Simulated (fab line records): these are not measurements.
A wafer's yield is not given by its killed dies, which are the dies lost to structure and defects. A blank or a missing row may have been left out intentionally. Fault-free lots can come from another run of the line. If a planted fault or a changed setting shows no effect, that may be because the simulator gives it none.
Struck lot and sound lot, side by side    flow n5-finfet    38 steps out of a route of 1938
Sound: wafers L605.2, L605.4, L605.6. Wafers L613.1, L613.4, L613.6 were the ones struck. The cause is given at the end.
Each step with rows lists, per side, the tool, then ch with its chambers, then its first start. Under that, the readings that differ: sound wafers    struck wafers    difference of the means    sigmas: that difference in standard deviations of wafers without a fault.
alike: readings with means less than 2 such deviations apart, plus words and numbers identical on both sides. not compared: withheld readings, readings lacking a value on some wafer, bounds such as >300 that could conceal the same value, and numbers that have no deviation in the record and whose values overlap.
The two part at a step that has a row with sigmas, a row that says differs or no value, or rows on one side only. Numbers that have no deviation but don't overlap get no sigmas and don't part them. Lack of a reading on every wafer of one side parts them only where that side has two or more wafers.

first, 9 steps without rows for these wafers: N5_BEOL_M3_DEVELOP_27 (develop time 30 s); N5_BEOL_M3_DESCUM_33 (chemistry O2, time 7 s); N5_BEOL_M3_ETCH_77 (etches underlayer in N2/H2, target depth 6.5 nm, time 5.2 s); N5_BEOL_M3_ETCH_69 (etches SiARC in CF4, target depth 15.6 nm, time 26 s); N5_BEOL_M3_ALD_98 (deposits SiO2, target thk 2.5 nm, pulse time 1 s, co reactant pulse time 1 s); N5_BEOL_M3_ETCHBACK_99 (etches SiO2 in CHF3, target depth 5 nm, time 10.4 s); N5_BEOL_M3_ETCH_70 (etches SOC in N2/H2, target depth 80 nm, overetch 16 nm, time 120 s); N5_BEOL_M3_STRIP_71 (strips in N2/H2); N5_BEOL_M3_STRIP_78 (strips in N2/H2).
N5_BEOL_M3_VIA_ETCH_34: etches the open film in C4F6/O2, target depth 69.4 nm, time 65.9 s.
  sound on rie-diel-03 ch 0,2,3, day 8 14:29; struck on rie-diel-04 ch 1,2, day 11 00:02
  alike: drypump-motor-current-A, oes-product-au, rf-vpp-V, showerhead-plenum-p-Torr, throttle-valve-pct
  not compared: rf-hours-counter-h
then, 27 steps without rows for these wafers: N5_BEOL_M3_STRIP_83 (strips in C4F6/O2); N5_BEOL_M3_STRIP_36 (strips in N2/H2); N5_BEOL_M3_TRENCH_ETCH_37 (etches SiOC in C4F6/O2, target depth 55.555 nm, time 29.2 s); N5_BEOL_M3_ETCH_41 (etches SiCN in CH3F/O2, target depth 29.9 nm, time 52.5 s); N5_BEOL_M3_STRIP_97 (strips in N2/H2, time 10 s); N5_BEOL_M3_HM_STRIP_39 (strips TiN in peroxide tin strip, target depth 25 nm, time 158 s); N5_BEOL_M3_SRD_40 (time 30 s); N5_BEOL_M3_PRECLEAN_42 (cleans in residue remover, time 60 s); N5_BEOL_M3_SRD_43 (time 30 s); N5_BEOL_M3_DEGAS_44 (time 60 s); N5_BEOL_M3_PRE_CLEAN_45 (time 30 s); N5_BEOL_M3_ALD_84 (deposits TaN, pulse time 2 s, purge time 3 s, co reactant purge time 2 s); N5_BEOL_M3_SURFACE_TREAT_85; N5_BEOL_M3_CVD_47 (deposits Co from CCTBA/H2, target thk 3 nm, time 223.8 s); N5_BEOL_M3_SPUTTER_48 (material Cu, target thk 4.5 nm, time 8.29 s); N5_BEOL_M3_ANNEAL_49 (time 240 s); N5_BEOL_M3_SPUTTER_79 (material Cu, target thk 4.5 nm, time 8.29 s); N5_BEOL_M3_ANNEAL_80 (time 240 s); N5_BEOL_M3_SPUTTER_81 (material Cu, target thk 4.5 nm, time 8.29 s); N5_BEOL_M3_ANNEAL_82 (time 240 s); N5_BEOL_M3_SPUTTER_86 (material Cu, target thk 4.5 nm, time 8.29 s); N5_BEOL_M3_ANNEAL_87 (time 240 s); N5_BEOL_M3_SPUTTER_88 (material Cu, target thk 4.5 nm, time 8.29 s); N5_BEOL_M3_ANNEAL_89 (time 240 s); N5_BEOL_M3_SPUTTER_90 (material Cu, target thk 4.5 nm, time 8.29 s); N5_BEOL_M3_ANNEAL_91 (time 240 s); N5_BEOL_M3_SPUTTER_92 (material Cu, target thk 4.5 nm, time 8.29 s).
-- record jumps: 5 days separate the struck wafers' starts on either side; left off in module BEOL_M3, taken up again in module PASSIVATION, whose first shown step is the route's number 1936 --
N5_PASSIVATION_PROBE_49:
  record: rows for the struck wafers here (prober-01, day 15 22:50), none for the sound ones

## WHERE THEY PART
At N5_PASSIVATION_PROBE_49 and nowhere else, as far as this record goes.

WHY: whatever the simulator had introduced
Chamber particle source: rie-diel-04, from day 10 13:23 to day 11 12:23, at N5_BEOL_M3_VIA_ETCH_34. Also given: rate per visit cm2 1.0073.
